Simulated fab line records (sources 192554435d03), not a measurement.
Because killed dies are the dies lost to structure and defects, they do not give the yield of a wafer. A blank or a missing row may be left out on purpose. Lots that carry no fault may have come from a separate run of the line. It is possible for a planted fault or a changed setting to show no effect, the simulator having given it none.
Which of the tools did it? | flow n5_finfet | 9 lots, 26 wafers sampled, at 5 steps of a route of 1938

== WHAT THE GAUGES SHOWED, per wafer ==
N5_BEOL_M2_OVL_MEAS_29. Usual: V1_OVL 0.0 nm, standard deviation 0.61.
lot  | measured     | on         | V1_OVL (nm)    | flag
L819 | day 7 09:26  | overlay-02 | 0.5 -0.6 0.4   |
L818 | day 7 15:05  | overlay-02 | 0.1 0.1 0.2    |
L823 | day 8 13:47  | overlay-01 | 0.0 -0.9 0.3   |
L825 | day 8 17:05  | overlay-01 | -1.1 -0.2 -0.2 |
L826 | day 8 20:49  | overlay-02 | 0.3 0.8 0.6    |
L829 | day 9 21:20  | overlay-02 | 0.3 0.0 -0.6   |
L830 | day 10 05:52 | overlay-02 | 0.2 -0.1 0.2   |
L833 | day 10 20:30 | overlay-02 | 1.7 -0.3       |
L832 | day 10 20:40 | overlay-01 | -0.1 0.5 0.2   |

N5_BEOL_M4_RC_MEAS_101. Usual: DIBL_N 37.1 mV/V, standard deviation 1.8; DIBL_P 37.2 mV/V, standard deviation 2.1; IOFF_N 0.17 nA/um, standard deviation 0.033; IOFF_P 0.22 nA/um, standard deviation 0.037; ION_N 680 uA/um, standard deviation 11; ION_P 464 uA/um, standard deviation 7.7; SS_N 71.7 mV/dec, standard deviation 0.63; SS_P 73.6 mV/dec, standard deviation 0.67; VT_N 248.9 mV, standard deviation 2.9; VT_P -251 mV, standard deviation 3.6.
lot  | measured     | on        | DIBL_N (mV/V)  | DIBL_P (mV/V)  | IOFF_N (nA/um) | IOFF_P (nA/um) | ION_N (uA/um) | ION_P (uA/um) | SS_N (mV/dec)  | SS_P (mV/dec)  | VT_N (mV)         | VT_P (mV)      | flag
L819 | day 8 19:38  | prober-01 | 37.7 32.4 36.1 | 39.0 32.8 37.3 | 0.21 0.11 0.18 | 0.24 0.15 0.21 | 684 666 682   | 467 458 465   | 72.2 70.6 71.9 | 74.0 72.1 73.8 | 244.9 253.1 246.9 | -249 -256 -250 |
L818 | day 9 01:41  | prober-02 | 37.2 34.4 36.1 | 37.9 34.7 36.9 | 0.19 0.15 0.16 | 0.27 0.20 0.24 | 674 675 679   | 466 464 473   | 71.7 72.2 72.1 | 73.9 72.8 74.3 | 244.5 250.0 250.0 | -245 -248 -245 |
L823 | day 9 19:16  | prober-02 | 36.6 37.9 38.8 | 35.3 38.5 38.1 | 0.14 0.18 0.19 | 0.16 0.22 0.21 | 663 684 681   | 449 464 463   | 72.0 72.4 71.7 | 72.9 74.1 74.2 | 253.8 248.7 249.6 | -254 -253 -253 |
L825 | day 10 03:49 | prober-01 | 37.7 37.6 34.5 | 37.9 37.6 35.4 | 0.15 0.16 0.11 | 0.19 0.18 0.15 | 665 673 655   | 458 454 452   | 71.3 71.9 70.6 | 74.0 72.9 73.1 | 251.8 252.4 255.9 | -255 -257 -258 |
L826 | day 10 19:17 | prober-01 | 35.6 38.3 34.8 | 35.8 37.0 34.9 | 0.15 0.19 0.14 | 0.20 0.23 0.19 | 675 691 678   | 466 470 464   | 71.2 71.7 70.5 | 73.9 73.9 72.2 | 249.1 249.9 250.8 | -251 -249 -254 |
L829 | day 11 19:04 | prober-02 | 39.2 37.0 38.2 | 40.1 38.1 39.8 | 0.20 0.16 0.20 | 0.23 0.19 0.23 | 673 679 686   | 452 458 465   | 72.7 71.3 72.0 | 74.4 74.2 74.5 | 249.5 249.1 248.2 | -252 -253 -250 |
L830 | day 12 19:37 | prober-02 | 38.4 40.1 35.5 | 37.8 40.3 35.3 | 0.18 0.21 0.12 | 0.22 0.27 0.19 | 676 688 671   | 461 474 467   | 70.8 71.5 70.7 | 73.7 74.3 73.8 | 247.8 247.0 252.9 | -251 -247 -252 |
L833 | day 12 17:26 | prober-01 | 39.9 36.9      | 40.1 36.5      | 0.23 0.15      | 0.24 0.17      | 699 674       | 466 457       | 72.2 72.1      | 73.9 73.3      | 243.1 249.0       | -252 -257      |
L832 | day 12 17:54 | prober-02 | 38.3 40.4 36.9 | 39.1 40.5 39.4 | 0.20 0.23 0.18 | 0.21 0.25 0.22 | 682 686 683   | 458 463 467   | 72.4 72.7 71.5 | 73.3 74.5 73.8 | 247.9 246.6 246.6 | -251 -248 -250 |

== WHICH TOOL RAN EACH LOT (tool, then ch and the chambers of the sampled wafers, then the start) ==
lot  | N5_BEOL_M2_ETCH_63                 | N5_BEOL_M2_DESCUM_33               | N5_BEOL_M2_ALD_98
L819 | rie_diel-01 ch 0,1,2, day 7 08:43  | rie_diel-05 ch 2,3, day 7 09:32    | ald_sin-04 ch 1,3, day 7 10:07
L818 | rie_diel-01 ch 0,2,3, day 7 14:12  | rie_diel-05 ch 2,3, day 7 15:10    | ald_sin-04 ch 1,3, day 7 15:18
L823 | rie_diel-01 ch 0,1, day 8 12:55    | rie_diel-05 ch 0,3, day 8 14:03    | ald_sin-03 ch 1,3, day 8 14:11
L825 | rie_diel-01 ch 0,2,3, day 8 16:10  | rie_diel-05 ch 0,1,3, day 8 17:11  | ald_sin-04 ch 0,1,2, day 8 18:01
L826 | rie_diel-03 ch 1,2,3, day 8 20:05  | rie_diel-03 ch 0,1,3, day 8 21:02  | ald_sin-03 ch 1,2,3, day 8 21:12
L829 | rie_diel-05 ch 0,1,3, day 9 20:36  | rie_diel-03 ch 1,3, day 9 21:26    | ald_sin-04 ch 0,1,3, day 9 22:28
L830 | rie_diel-01 ch 2,3, day 10 05:03   | rie_diel-01 ch 2,3, day 10 05:58   | ald_sin-01 ch 0,1,2, day 10 06:06
L833 | rie_diel-01 ch 1,2, day 10 19:40   | rie_diel-01 ch 1,3, day 10 20:35   | ald_sin-04 ch 0,2, day 10 20:51
L832 | rie_diel-01 ch 1,2,3, day 10 19:54 | rie_diel-05 ch 0,2,3, day 10 20:45 | ald_sin-04 ch 0,2,3, day 10 20:57
- N5_BEOL_M2_ETCH_63: etches SiARC in CF4, target depth 15.6 nm, time 26 s.
- N5_BEOL_M2_DESCUM_33: chemistry O2, time 7 s.
- N5_BEOL_M2_ALD_98: deposits SiO2, target thk 2.5 nm, pulse time 1 s, co reactant pulse time 1 s.

== WHAT THE TOOLS THEMSELVES READ (means of the sampled wafers that have a number; where no wafer has one, the mark that the record gives instead) ==
N5_BEOL_M2_ETCH_63. Usual: drypump_motor_current_A 5.5 A, standard deviation 0.49; etch_rf_on_time_s 26.0 s, standard deviation 0.68; oes_product_au 0.67 a.u., standard deviation 0.054; rf_vpp_V 184.6 V, standard deviation 1.1; showerhead_plenum_p_Torr 2.18 Torr, standard deviation 0.064; throttle_valve_pct 15.68 %, standard deviation 0.18.
lot  | tool        | drypump_motor_current_A (A) | etch_rf_on_time_s (s) | oes_product_au (a.u.) | rf_vpp_V (V) | showerhead_plenum_p_Torr (Torr) | throttle_valve_pct (%) | flag
L819 | rie_diel-01 | 5.5                         | 26.0                  | 0.69                  | 184.8        | 2.18                            | 15.57                  |
L818 | rie_diel-01 | 5.5                         | 26.1                  | 0.65                  | 184.4        | 2.20                            | 15.65                  |
L823 | rie_diel-01 | 5.6                         | 26.2                  | 0.71                  | 183.9        | 2.16                            | 15.44                  |
L825 | rie_diel-01 | 5.5                         | 26.3                  | 0.64                  | 184.8        | 2.19                            | 15.67                  |
L826 | rie_diel-03 | 5.6                         | 26.0                  | 0.64                  | 184.1        | 2.12                            | 15.85                  |
L829 | rie_diel-05 | 5.5                         | 26.3                  | 0.71                  | 183.3        | 2.13                            | 15.66                  |
L830 | rie_diel-01 | 5.1                         | 25.8                  | 0.61                  | 185.4        | 2.21                            | 15.87                  |
L833 | rie_diel-01 | 5.1                         | 26.1                  | 0.65                  | 184.7        | 2.19                            | 15.71                  |
L832 | rie_diel-01 | 5.2                         | 25.8                  | 0.64                  | 185.1        | 2.20                            | 15.72                  |

N5_BEOL_M2_DESCUM_33. Usual: drypump_motor_current_A 5.5 A, standard deviation 0.48; oes_product_au 0.79 a.u., standard deviation 0.065; rf_vpp_V 243.6 V, standard deviation 1.4; showerhead_plenum_p_Torr 2.13 Torr, standard deviation 0.068; throttle_valve_pct 20.56 %, standard deviation 0.19.
lot  | tool        | drypump_motor_current_A (A) | oes_product_au (a.u.) | rf_vpp_V (V) | showerhead_plenum_p_Torr (Torr) | throttle_valve_pct (%) | flag
L819 | rie_diel-05 | 4.9                         | 0.86                  | 244.7        | 2.22                            | 20.46                  |
L818 | rie_diel-05 | 5.3                         | 0.89                  | 245.2        | 2.22                            | 20.42                  |
L823 | rie_diel-05 | 5.1                         | 0.83                  | 244.0        | 2.16                            | 20.62                  |
L825 | rie_diel-05 | 5.5                         | 0.84                  | 243.6        | 2.10                            | 20.57                  |
L826 | rie_diel-03 | 5.8                         | 0.74                  | 242.7        | 2.10                            | 20.59                  |
L829 | rie_diel-03 | 6.0                         | 0.71                  | 241.2        | 2.03                            | 20.73                  |
L830 | rie_diel-01 | 5.1                         | 0.71                  | 243.6        | 2.17                            | 20.65                  |
L833 | rie_diel-01 | 5.2                         | 0.77                  | 243.4        | 2.15                            | 20.42                  |
L832 | rie_diel-05 | 5.5                         | 0.83                  | 243.6        | 2.15                            | 20.59                  |

N5_BEOL_M2_ALD_98. Usual: heater_power_w 79 W, standard deviation 8.3; precursor_pulse_height_rel 1.004, standard deviation 0.019.
lot  | tool       | heater_power_w (W) | precursor_pulse_height_rel | flag
L819 | ald_sin-04 | 84                 | 1.004                      |
L818 | ald_sin-04 | 80                 | 0.994                      |
L823 | ald_sin-03 | 76                 | 1.013                      |
L825 | ald_sin-04 | 88                 | 0.993                      |
L826 | ald_sin-03 | 73                 | 1.020                      |
L829 | ald_sin-04 | 87                 | 1.021                      |
L830 | ald_sin-01 | 74                 | 1.008                      |
L833 | ald_sin-04 | 92                 | 1.007                      |
L832 | ald_sin-04 | 91                 | 1.010                      |

== THE ANSWER, worked out from the rows above alone ==
Rule: a lot counts as off when the mean over its wafers that have a number is more than 3 standard deviations away from the usual mean. A lot without any number at a reading at which 4 lots or more have one is off too. All remaining lots with rows at the step are treated as sound. Order of review: gauges by route order, followed by the tools' own readings, for which a lot's mean as printed above is used. The first step at which some lot is off is used, and at that step the reading that is off furthest; a lot without a number counts as furthest.
No lot is off at any reading shown: from this, nothing can be told.

== WHAT THE SIMULATOR HAD INSERTED ==
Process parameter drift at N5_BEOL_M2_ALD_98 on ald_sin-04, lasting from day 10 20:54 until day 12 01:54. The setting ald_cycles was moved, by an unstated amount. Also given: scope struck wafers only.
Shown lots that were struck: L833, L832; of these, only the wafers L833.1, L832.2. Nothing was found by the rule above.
